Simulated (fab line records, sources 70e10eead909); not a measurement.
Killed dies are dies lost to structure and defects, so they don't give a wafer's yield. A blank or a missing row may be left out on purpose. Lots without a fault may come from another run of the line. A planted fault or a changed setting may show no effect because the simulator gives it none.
Chamber matching | flow nand_harc | NHARC_A_CHANNEL_FILL_D1_STRIP_28 on rie_diel-07: 4 sister chambers
The step strips in O2, time 20 s. 14 wafers are shown with their chamber, then 7 later ones without.

WAFERS WITH THEIR CHAMBER
wafer  | chamber | drypump_motor_current_A (A) | oes_product_au (a.u.) | throttle_valve_pct (%)
L074.3 | 0       | 6.0                         | 0.989                 | 17.032
L074.5 | 2       | 6.5                         | 0.987                 | 17.034
L074.6 | 1       | 4.6                         | 1.013                 | 17.037
L077.2 | 3       | 5.4                         | 1.007                 | 17.027
L077.3 | 0       | 6.0                         | 0.993                 | 17.032
L077.5 | 1       | 4.7                         | 1.006                 | 17.025
L083.1 | 1       | 4.7                         | 0.996                 | 17.042
L083.2 | 2       | 6.5                         | 0.999                 | 17.026
L083.5 | 2       | 6.5                         | 1.001                 | 17.027
L087.1 | 0       | 6.0                         | 1.009                 | 17.033
L087.3 | 2       | 6.5                         | 1.015                 | 17.029
L087.5 | 3       | 5.4                         | 1.024                 | 17.031
L090.1 | 1       | 4.7                         | 0.999                 | 17.028
L090.4 | 0       | 6.0                         | 0.998                 | 17.035

SIGNATURES (means of the wafers above)
reading                 | chamber 0 | chamber 1 | chamber 2 | chamber 3 | scatter within a chamber
drypump_motor_current_A | 6.000     | 4.675     | 6.500     | 5.400     | 0.0274
oes_product_au          | 0.99725   | 1.00350   | 1.00050   | 1.01550   | 0.00968
throttle_valve_pct      | 17.03300  | 17.03300  | 17.02900  | 17.02900  | 0.00488
Rule: a wafer's distance from a chamber is the root of the sum, over the readings, of the square of ((its reading less the chamber's mean) divided by the reading's scatter). The wafer belongs to the nearest chamber; if the next one is less than 2 further off, it can't be placed. The scatter: the root of (the sum of the squares of (reading less its chamber's mean) over the shown wafers, divided by (wafers less chambers)).

WAFERS WITHOUT THEIR CHAMBER
wafer  | drypump_motor_current_A (A) | oes_product_au (a.u.) | throttle_valve_pct (%)
L090.6 | 6.0                         | 0.993                 | 17.037
L091.1 | 6.5                         | 1.005                 | 17.048
L091.2 | 5.4                         | 1.011                 | 17.029
L091.3 | 4.7                         | 1.017                 | 17.021
L095.2 | 6.5                         | 1.009                 | 17.020
L095.5 | 6.0                         | 1.002                 | 17.037
L095.6 | 4.7                         | 1.013                 | 17.040

WHICH CHAMBER EACH WENT THROUGH
wafer  | from the rows above | in truth
L090.6 | 0                   | 0
L091.1 | 2                   | 2
L091.2 | 3                   | 3
L091.3 | 1                   | 1
L095.2 | 2                   | 2
L095.5 | 0                   | 0
L095.6 | 1                   | 1
Placed correctly: 7 of 7. Can't be placed from these rows: 0. Placed wrongly: 0.
